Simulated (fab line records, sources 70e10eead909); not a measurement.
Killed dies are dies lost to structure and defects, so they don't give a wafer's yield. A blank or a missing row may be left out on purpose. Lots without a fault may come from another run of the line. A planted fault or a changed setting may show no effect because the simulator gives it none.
fab line records | flow nand_harc
record lots=5 wafers=15 last_day=33
route steps=1302 shown P_GATE@185 END@1302
lots that met no fault: from a run of the same line without faults
start_h: hours from the record's first day to the start of the lot's first wafer shown | wait_h: hours since the lot's step before | " the same as in the row above | L1.1+2: a row that stands for several wafers | - no value, or no start given | * or withheld: withheld | < > ~ a bound
route shown NAME@n: a module of which the file shows steps, and the number in the route of the first | usual: mean/standard deviation of fault-free wafers | same: alike in all rows | chamber/n: place in a boat | sites: the reading at each site | _std_site: their standard deviation | _edge_site: outer sites' mean less inner sites' | radius_mm: how far each site lies from the wafer's centre | mask NAME#n: copy n | behind: the tool/chamber that last shaped the wafer | hold: why the lot was held/for how many hours/how that ended | device: the transistor (n, p or np) that didn't switch | end of line: the same wafers' tests at the end of the route | a step without rows: its recipe alone | killed: dies lost to structure and defects at the first sort, not the wafer's yield | map: a wafer's dies, x killed, . not, _ none there
set.NAME: the setting as run; set.NAME@STEP: as run at that earlier step | model.NAME: the simulator's own value behind a step, which no gauge read
lots at some steps of the route; a table a step, a row a wafer
services: from which hour (start_h, from the record's first day; less than 0 if before it) a tool's chamber was out of use, for how many hours, and why
## steps
# step NHARC_P_GATE_CD_MEAS_59
# recipe target_cd_nm=720 landing_energy_ev=500
# usual cd_nm=719.7/1.5
# columns lot.wafer tool chamber start_h wait_h cd_nm
L454.1 cd_sem-03 0 141.26 - 720.5
L454.2 " 0 " " 720.0
L454.6 " 0 " " 720.7
L455.2 cd_sem-03 0 148.37 - 721.7
L455.5 " 0 " " 719.6
L455.6 " 0 " " 719.9
L458.1 cd_sem-03 0 186.51 - 721.3
L458.2 " 0 " " 721.8
L458.4 " 0 " " 719.4
L472.1 cd_sem-03 0 318.37 - 720.0
L472.3 " 0 " " 722.0
L472.6 " 0 " " 721.0
L474.1 cd_sem-02 0 341.98 - 718.5
L474.4 " 0 " " 719.0
L474.5 " 0 " " 718.1
# step NHARC_P_GATE_HARDBAKE_60
# recipe temp_c=125 time_s=80
# step NHARC_P_GATE_DESCUM_61
# recipe time_s=3 o2_flow_sccm=200 ar_flow_sccm=0 bias_power_w=0 chemistry=O2
# usual drypump_motor_current_A=5.4/0.53 oes_product_au=1.002/0.01 rf_vpp_V=58.0/0.85 showerhead_plenum_p_Torr=1.96/0.082 throttle_valve_pct=11.311/0.0086
# columns lot.wafer tool chamber start_h wait_h drypump_motor_current_A oes_product_au rf_hours_counter_h rf_vpp_V showerhead_plenum_p_Torr throttle_valve_pct
L454.1 rie_diel-07 0 141.42 - 6.7 0.999 0.2 58.4 1.90 11.307
L454.2 " 3 " " 6.5 0.996 0.2 57.4 1.88 11.317
L454.6 " 1 " " 5.1 1.002 - 58.9 1.89 11.318
L455.2 rie_diel-05 2 148.55 - 5.2 0.989 7.9 57.5 1.94 11.304
L455.6 " 0 " " 5.4 0.985 - 58.8 1.93 11.300
L455.5 " 1 " " 5.6 0.991 - 57.8 1.82 11.311
L458.4 rie_diel-07 1 186.69 - 5.1 0.993 3.2 59.6 1.89 11.319
L458.2 " 2 " " 6.0 1.010 3.4 58.1 2.05 11.321
L458.1 " 3 " " 6.5 0.995 3.1 58.6 1.88 11.304
L472.1 rie_diel-05 0 318.54 - 5.3 1.004 4.5 58.2 1.93 11.298
L472.3 " 2 " " 5.2 0.990 6.5 57.5 1.93 11.312
L472.6 " 3 " " 5.8 1.010 - 57.6 1.93 11.306
L474.1 rie_diel-12 3 342.15 - 4.6 1.017 4.1 57.3 1.84 11.300
L474.4 " 1 " " 5.6 1.010 2.4 59.3 1.98 11.314
L474.5 " 0 " " 5.0 0.998 - 58.6 2.05 11.297
# step NHARC_P_GATE_IMPLANT_62
# recipe energy_kev=20 dose_cm2=3e+15 tilt_deg=7
# step NHARC_P_GATE_STRIP_112
# recipe power_w=1500 temp_c=110 time_s=200 chemistry=N2/H2
# usual drypump_motor_current_A=5.43/0.3 heater_power_w=90/9.3 temp_c=109.99/0.15
# columns lot.wafer tool chamber start_h wait_h drypump_motor_current_A heater_power_w rf_hours_counter_h temp_c
L454.2 plasma_asher-01 1 141.79 0.2 4.93 90 21 109.86
L454.1 " 0 " " 5.77 109 21 110.12
L454.6 " 1 " " 4.94 91 - 109.98
L455.2 plasma_asher-02 0 148.94 0.2 5.59 80 15 109.88
L455.6 " 1 " " 5.41 81 - 109.87
L455.5 " 0 " " 5.53 81 - 109.92
L458.2 plasma_asher-01 0 187.07 0.2 5.82 107 28 109.94
L458.1 " 1 " " 4.97 92 28 109.91
L458.4 " 0 " " 5.81 105 - 110.01
L472.1 plasma_asher-01 0 319.13 0.4 5.78 103 22 109.86
L472.3 " 1 " " 4.93 91 - 110.06
L472.6 " 1 " " 4.96 95 - 109.95
L474.1 plasma_asher-02 1 342.56 0.2 5.40 82 17 110.21
L474.4 " 0 " " 5.61 86 - 110.19
L474.5 " 0 " " 5.57 84 - 110.08
# step NHARC_P_GATE_STRIP_76
# recipe power_w=1500 temp_c=250 chemistry=O2
# usual drypump_motor_current_A=5.43/0.3 heater_power_w=337/36 temp_c=250.04/0.17
# columns lot.wafer tool chamber start_h wait_h drypump_motor_current_A heater_power_w rf_hours_counter_h temp_c
L454.2 plasma_asher-01 1 142.05 0.2 4.96 348 21 250.18
L454.1 " 0 " " 5.79 406 21 250.09
L454.6 " 1 " " 4.95 351 - 249.89
L455.2 plasma_asher-02 0 149.17 0.2 5.57 310 15 250.24
L455.6 " 1 " " 5.41 300 - 250.31
L455.5 " 0 " " 5.53 294 - 250.13
L458.2 plasma_asher-01 0 187.33 0.2 5.79 403 28 250.20
L458.1 " 1 " " 4.95 349 28 249.90
L458.4 " 0 " " 5.80 401 - 250.25
L472.1 plasma_asher-01 0 319.36 0.2 5.79 387 23 250.09
L472.3 " 1 " " 4.93 341 - 250.03
L472.6 " 1 " " 4.94 341 - 250.21
L474.1 plasma_asher-02 1 342.79 0.2 5.41 304 17 250.10
L474.4 " 0 " " 5.60 318 - 250.04
L474.5 " 0 " " 5.57 312 - 249.90
# step NHARC_P_GATE_STRIP_63
# recipe time_s=900 temp_c=130 chemistry=SPM
# step NHARC_P_GATE_DEHYDRATE_83
# recipe temp_c=150 time_s=120
# step NHARC_P_GATE_HMDS_84
# recipe time_s=30
# step NHARC_P_GATE_COAT_85
# recipe spin_rpm=3000
# step NHARC_P_GATE_SOFTBAKE_86
# recipe temp_c=122 time_s=95
# step NHARC_P_GATE_EBR_87
# step NHARC_P_GATE_EXPOSE_88
# recipe na=0.6 target_cd_nm=2000 dose_mj=11.87 mask_id=P_HVN
# columns lot.wafer tool chamber start_h wait_h mask
L454.1+2+6 krf_scanner-03 0 142.81 - P_HVN#0
L455.2+5+6 krf_scanner-02 0 149.93 - P_HVN#0
L458.1+2+4 krf_scanner-02 0 188.09 - P_PSD#0
L472.1+3+6 krf_scanner-02 0 320.11 - P_HVN#0
L474.1+4+5 krf_scanner-04 0 343.42 - P_HVN#0
# step NHARC_P_GATE_PEB_89
# recipe peb_temp_c=118 peb_time_s=85
# step NHARC_P_GATE_DEVELOP_90
# recipe time_s=70
# step NHARC_P_GATE_CD_MEAS_91
# recipe target_cd_nm=2000 landing_energy_ev=500
# usual cd_nm=2001.2/1.4
# columns lot.wafer tool chamber start_h wait_h cd_nm
L454.1 cd_sem-01 0 142.97 - 2001.5
L454.2 " 0 " " 2002.5
L454.6 " 0 " " 2001.7
L455.2 cd_sem-01 0 150.09 - 2000.0
L455.5 " 0 " " 1999.9
L455.6 " 0 " " 2003.0
L458.1 cd_sem-03 0 188.25 - -
L458.2 " 0 " " -
L458.4 " 0 " " -
L472.1 cd_sem-02 0 320.27 - 2001.4
L472.3 " 0 " " 2000.4
L472.6 " 0 " " 2002.9
L474.1 cd_sem-02 0 343.57 - 2000.0
L474.4 " 0 " " 2001.3
L474.5 " 0 " " 1999.1
# step NHARC_P_GATE_HARDBAKE_92
# recipe temp_c=125 time_s=80
# step NHARC_END_SORT_01
# recipe temp_c=25
# usual killed_at_array=55/19 killed_at_other=0.8/1.1 killed_at_periphery=4.0/2.6 killed_dies=60/20 killed_open=3.4/1.7 killed_short=2.6/1.5
# same gross_dies=677
# columns lot.wafer tool chamber start_h wait_h killed_at_array killed_at_other killed_at_periphery killed_dies killed_open killed_short
L454.1 prober-01 0 581.85 2.5 60 0 4 64 5 5
L454.2 prober-01 0 582.65 2.8 43 1 0 44 1 4
L454.6 prober-01 0 585.85 4.0 47 0 2 49 4 1
L455.2 prober-01 0 592.79 2.8 91 0 1 92 4 5
L455.5 prober-01 0 595.16 3.7 75 0 3 78 4 1
L455.6 prober-01 0 595.95 3.9 98 1 2 101 1 2
L458.1 prober-02 0 644.00 2.5 73 3 601 677 3 3
L458.2 prober-02 0 644.81 2.8 76 0 601 677 3 3
L458.4 prober-02 0 646.42 3.4 89 1 587 677 3 3
L472.1 prober-01 0 773.22 2.5 51 0 9 60 4 3
L472.3 prober-01 0 774.81 3.1 57 2 9 68 4 3
L472.6 prober-01 0 777.20 4.0 43 4 8 55 3 2
# killed by level:class
L454.1 A_CHANNEL_HOLE_D1:chamber_film_flake=36 A_CHANNEL_HOLE_D2:chamber_film_flake=9 A_CHANNEL_FILL_D2:geometric_particle:short=3 P_GATE:chamber_film_flake=2 A_STAIRCASE:chamber_film_flake=2 A_WL_FILL:chamber_film_flake=2 P_CONTACT:geometric_particle:open=1 P_M0:geometric_particle:open=1
L454.2 A_CHANNEL_HOLE_D1:chamber_film_flake=23 A_CHANNEL_HOLE_D2:chamber_film_flake=9 A_STAIRCASE:chamber_film_flake=2 A_WL_FILL:chamber_film_flake=2 A_ONON_D1:geometric_particle:short=1 A_ONON_D2:geometric_particle:short=1 A_CHANNEL_FILL_D2:geometric_particle:open=1 A_WL_FILL:geometric_particle:short=1
L454.6 A_CHANNEL_HOLE_D1:chamber_film_flake=31 A_CHANNEL_HOLE_D2:chamber_film_flake=8 P_CONTACT:geometric_particle:open=1 P_M0:geometric_particle:open=1 A_ONON_D1:geometric_particle:open=1 A_SGD_CUT:geometric_particle:short=1 A_CONTACT:geometric_particle:open=1 A_CHANNEL_FILL_D1:chamber_film_flake=1
L455.2 A_SLIT:chamber_film_flake=29 A_CHANNEL_HOLE_D2:chamber_film_flake=19 A_CHANNEL_HOLE_D1:chamber_film_flake=19 A_CONTACT:chamber_film_flake=8 A_STAIRCASE:chamber_film_flake=6 A_CHANNEL_FILL_D2:geometric_particle:short=2 P_GATE:geometric_particle:open=1 A_ONON_D1:geometric_particle:short=1
L455.5 A_SLIT:chamber_film_flake=26 A_CHANNEL_HOLE_D1:chamber_film_flake=19 A_CHANNEL_HOLE_D2:chamber_film_flake=16 A_CONTACT:chamber_film_flake=5 A_STAIRCASE:chamber_film_flake=4 A_SGD_CUT:geometric_particle:open=3 P_M0:geometric_particle:open=1 A_SGD_CUT:geometric_particle:short=1
L455.6 A_SLIT:chamber_film_flake=32 A_CHANNEL_HOLE_D1:chamber_film_flake=27 A_CHANNEL_HOLE_D2:chamber_film_flake=24 A_CONTACT:chamber_film_flake=5 A_STAIRCASE:chamber_film_flake=4 A_WL_FILL:chamber_film_flake=3 P_CONTACT:geometric_particle:open=1 A_ONON_D2:geometric_particle:short=1
L458.1 P_GATE:area_expose=597 A_CHANNEL_HOLE_D1:chamber_film_flake=35 A_SLIT:chamber_film_flake=21 A_CHANNEL_HOLE_D2:chamber_film_flake=8 THIN_TSV:chamber_film_flake=3 A_CHANNEL_FILL_D2:geometric_particle:open=2 P_M1:chamber_film_flake=2 A_CONTACT:chamber_film_flake=2
L458.2 P_GATE:area_expose=597 A_SLIT:chamber_film_flake=31 A_CHANNEL_HOLE_D1:chamber_film_flake=27 A_CHANNEL_HOLE_D2:chamber_film_flake=6 A_WL_FILL:chamber_film_flake=4 P_M1:chamber_film_flake=3 P_M0:geometric_particle:open=1 A_ONON_D1:geometric_particle:short=1
L458.4 P_GATE:area_expose=582 A_SLIT:chamber_film_flake=45 A_CHANNEL_HOLE_D1:chamber_film_flake=21 A_CHANNEL_HOLE_D2:chamber_film_flake=13 P_M1:chamber_film_flake=4 A_WL_FILL:chamber_film_flake=2 A_CONTACT:chamber_film_flake=2 P_CONTACT:geometric_particle:open=1
L472.1 A_SLIT:chamber_film_flake=30 A_CONTACT:chamber_film_flake=7 P_STI:chamber_film_flake=6 P_M0:geometric_particle:open=2 A_ZERO_WELL:chamber_film_flake=2 A_CHANNEL_HOLE_D1:unspecified=2 A_WL_FILL:chamber_film_flake=2 A_CHANNEL_HOLE_D1:geometric_particle:short=1
L472.3 A_SLIT:chamber_film_flake=35 A_CONTACT:chamber_film_flake=12 P_STI:chamber_film_flake=5 P_GATE:chamber_film_flake=2 THIN_TSV:chamber_film_flake=2 P_GATE:geometric_particle:open=1 P_M0:geometric_particle:open=1 A_CHANNEL_HOLE_D1:geometric_particle:short=1
L472.6 A_SLIT:chamber_film_flake=31 P_STI:chamber_film_flake=6 A_CONTACT:chamber_film_flake=4 THIN_TSV:chamber_film_flake=3 P_GATE:chamber_film_flake=2 A_CHANNEL_FILL_D1:geometric_particle:open=1 A_ONON_D2:geometric_particle:short=1 A_ONON_D2:geometric_particle:open=1
# map L458.1 (x killed, . not)
____________x____________
_________xxxxxxx_________
_______xxxxxxxxxxx_______
______xxxxxxxxxxxxx______
_____xxxxxxxxxxxxxxx_____
____xxxxxxxxxxxxxxxxx____
____xxxxxxxxxxxxxxxxx____
___xxxxxxxxxxxxxxxxxxx___
___xxxxxxxxxxxxxxxxxxx___
__xxxxxxxxxxxxxxxxxxxxx__
__xxxxxxxxxxxxxxxxxxxxx__
_xxxxxxxxxxxxxxxxxxxxxxx_
_xxxxxxxxxxxxxxxxxxxxxxx_
_xxxxxxxxxxxxxxxxxxxxxxx_
_xxxxxxxxxxxxxxxxxxxxxxx_
_xxxxxxxxxxxxxxxxxxxxxxx_
xxxxxxxxxxxxxxxxxxxxxxxxx
xxxxxxxxxxxxxxxxxxxxxxxxx
xxxxxxxxxxxxxxxxxxxxxxxxx
xxxxxxxxxxxxxxxxxxxxxxxxx
xxxxxxxxxxxxxxxxxxxxxxxxx
_xxxxxxxxxxxxxxxxxxxxxxx_
_xxxxxxxxxxxxxxxxxxxxxxx_
_xxxxxxxxxxxxxxxxxxxxxxx_
_xxxxxxxxxxxxxxxxxxxxxxx_
_xxxxxxxxxxxxxxxxxxxxxxx_
__xxxxxxxxxxxxxxxxxxxxx__
__xxxxxxxxxxxxxxxxxxxxx__
___xxxxxxxxxxxxxxxxxxx___
___xxxxxxxxxxxxxxxxxxx___
____xxxxxxxxxxxxxxxxx____
____xxxxxxxxxxxxxxxxx____
_____xxxxxxxxxxxxxxx_____
______xxxxxxxxxxxxx______
_______xxxxxxxxxxx_______
_________xxxxxxx_________
____________x____________
# map L455.6 (x killed, . not)
____________.____________
_________......._________
_______..........._______
______.............______
_____..............._____
____.................____
____.................____
___...................___
___.............x.....___
__.........x........x..__
__....x.........x......__
_...........x.......x..._
_..................x.x.._
_x.....x............xxx._
_....x.x............xxxx_
_.xxxx.xx........xxxxxxx_
.......xxx.....x.x.xxxxx.
x....xxxx........xxxxxxxx
....xx.x.........xxxxxxxx
.....xxxx......x..xxxxxx.
.....xxxx..x......x.xxx..
_......xx.........x..x.._
_.........x...........x._
_....x..............x..._
_......................._
_......................._
__................x....__
__..................x..__
___...................___
___......x............___
____.................____
____.................____
_____.............xx_____
______.............______
_______..........._______
_________......._________
____________x____________
## services
# columns tool chamber start_h hours kind
rie_diel-12 3 119.41 12.6 repair
rie_diel-05 3 123.40 7.5 repair
krf_scanner-04 - 127.74 4.3 repair
plasma_asher-02 - 131.39 9.9 repair
rie_diel-12 0 144.59 5.2 repair
rie_diel-05 2 155.53 7.6 repair
rie_diel-12 2 171.94 7.2 repair
krf_scanner-04 - 182.01 4.0 pm
plasma_asher-01 - 206.33 0.8 repair
krf_scanner-04 - 209.49 0.4 repair
plasma_asher-02 - 210.39 1.8 repair
plasma_asher-01 - 212.34 9.0 pm
krf_scanner-04 - 221.43 3.9 repair
krf_scanner-03 - 222.07 0.1 repair
rie_diel-05 - 229.60 9.0 pm
plasma_asher-02 - 249.00 9.0 pm
plasma_asher-02 - 263.52 6.8 repair
krf_scanner-02 - 266.00 4.0 pm
rie_diel-05 - 289.06 3.4 repair
plasma_asher-02 - 291.33 0.5 repair
rie_diel-07 - 294.22 9.0 pm
plasma_asher-01 - 302.74 2.2 repair
plasma_asher-02 - 305.91 1.9 repair
rie_diel-07 2 322.94 11.5 repair
## key
first_sign step=NHARC_P_GATE_EXPOSE_88 reading=mask direction=changed
effect step=NHARC_P_GATE_CD_MEAS_91 reading=cd_nm direction=missing
effect step=NHARC_END_SORT_01 reading=killed_at_periphery direction=up sigmas=99+ usual=4.0 struck=596.3
more_kills_born_at NHARC_P_GATE_EXPOSE_88@krf_scanner-02=1776
met_at NHARC_P_GATE_EXPOSE_88
struck_wafers L458.1,L458.2,L458.4
later_rows_left_out L458.1,L458.2,L458.4
tester_left_out L458
onset_between 149.93 188.09
fault kind=wrong_mask tool=any chamber=- onset_h=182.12 steps=NHARC_P_GATE_EXPOSE_88 aux_copy=P_PSD#0 scope=struck_lots_only
# tester_left_out: of these lots the tester's yield and bins aren't shown, on N5 and GAA mostly nor the transistor test; their killed dies are dies lost to structure and defects alone, not to doping, threshold or leakage, so they don't give the yield
# later_rows_left_out: the simulator's readings of these wafers behind a module that went badly wrong aren't trusted and aren't shown, but for the sort
